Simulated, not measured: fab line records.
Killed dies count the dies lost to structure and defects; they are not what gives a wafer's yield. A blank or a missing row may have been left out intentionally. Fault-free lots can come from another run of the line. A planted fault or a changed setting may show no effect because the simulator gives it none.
Chamber matching | flow nand_harc | NHARC_A_M1_DESCUM_14 on rie_diel-02: 4 sister chambers
The step chemistry O2, time 3 s. 14 wafers are shown with their chamber, then 7 later ones without.

== WAFERS WITH THEIR CHAMBER ==
wafer  | chamber | rf_vpp_V (V) | oes_product_au (a.u.) | throttle_valve_pct (%)
L312.2 | 0       | 56.5         | 0.993                 | 11.307
L312.3 | 3       | 59.0         | 0.997                 | 11.308
L312.5 | 1       | 58.3         | 0.995                 | 11.319
L317.1 | 2       | 58.8         | 1.001                 | 11.320
L317.2 | 1       | 58.1         | 1.005                 | 11.322
L317.6 | 2       | 57.6         | 1.002                 | 11.313
L316.1 | 2       | 58.2         | 1.005                 | 11.297
L316.2 | 3       | 56.6         | 0.993                 | 11.325
L316.5 | 3       | 56.3         | 0.992                 | 11.310
L327.1 | 2       | 58.0         | 1.001                 | 11.310
L327.4 | 1       | 59.6         | 1.001                 | 11.312
L327.5 | 2       | 58.5         | 1.002                 | 11.317
L330.2 | 1       | 58.1         | 1.012                 | 11.330
L330.3 | 3       | 57.7         | 1.009                 | 11.305

SIGNATURES, as means of the wafers listed above
reading            | chamber 0 | chamber 1 | chamber 2 | chamber 3 | scatter within a chamber
rf_vpp_V           | 56.500    | 58.525    | 58.220    | 57.400    | 0.832
oes_product_au     | 0.99300   | 1.00325   | 1.00220   | 0.99775   | 0.00588
throttle_valve_pct | 11.30700  | 11.32075  | 11.31140  | 11.31200  | 0.0085
Rule: a wafer's distance from a chamber is the root of the sum, over the readings, of the square of ((its reading less the chamber's mean) divided by the reading's scatter). If the next closest chamber is less than 2 further off than the closest, the wafer can't be placed; otherwise it belongs to the closest. The scatter: the root of (the sum of the squares of (reading less its chamber's mean) over the shown wafers, divided by (wafers less chambers)).

== WAFERS WITH NO CHAMBER GIVEN ==
wafer  | rf_vpp_V (V) | oes_product_au (a.u.) | throttle_valve_pct (%)
L330.6 | 56.8         | 0.970                 | 11.304
L332.3 | 56.9         | 1.024                 | 11.306
L332.4 | 58.0         | 1.009                 | 11.307
L332.6 | 59.7         | 1.021                 | 11.310
L329.1 | 57.9         | 0.970                 | 11.309
L329.2 | 59.2         | 1.014                 | 11.318
L329.4 | 56.0         | 1.004                 | 11.314

== WHICH CHAMBER EACH ONE RAN IN ==
wafer  | from the rows above               | in truth
L330.6 | can't be placed: 0 or 3 or 2      | 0
L332.3 | can't be placed: 2 or 1 or 3 or 0 | 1
L332.4 | can't be placed: 2 or 1 or 3 or 0 | 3
L332.6 | can't be placed: 1 or 2 or 3      | 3
L329.1 | can't be placed: 0 or 3 or 2 or 1 | 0
L329.2 | can't be placed: 1 or 2 or 3      | 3
L329.4 | can't be placed: 3 or 0 or 2 or 1 | 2
0 of 7 placed correctly. From these rows, 7 cannot be placed; in 7 the true chamber is one of the candidates. Wrongly placed: 0.
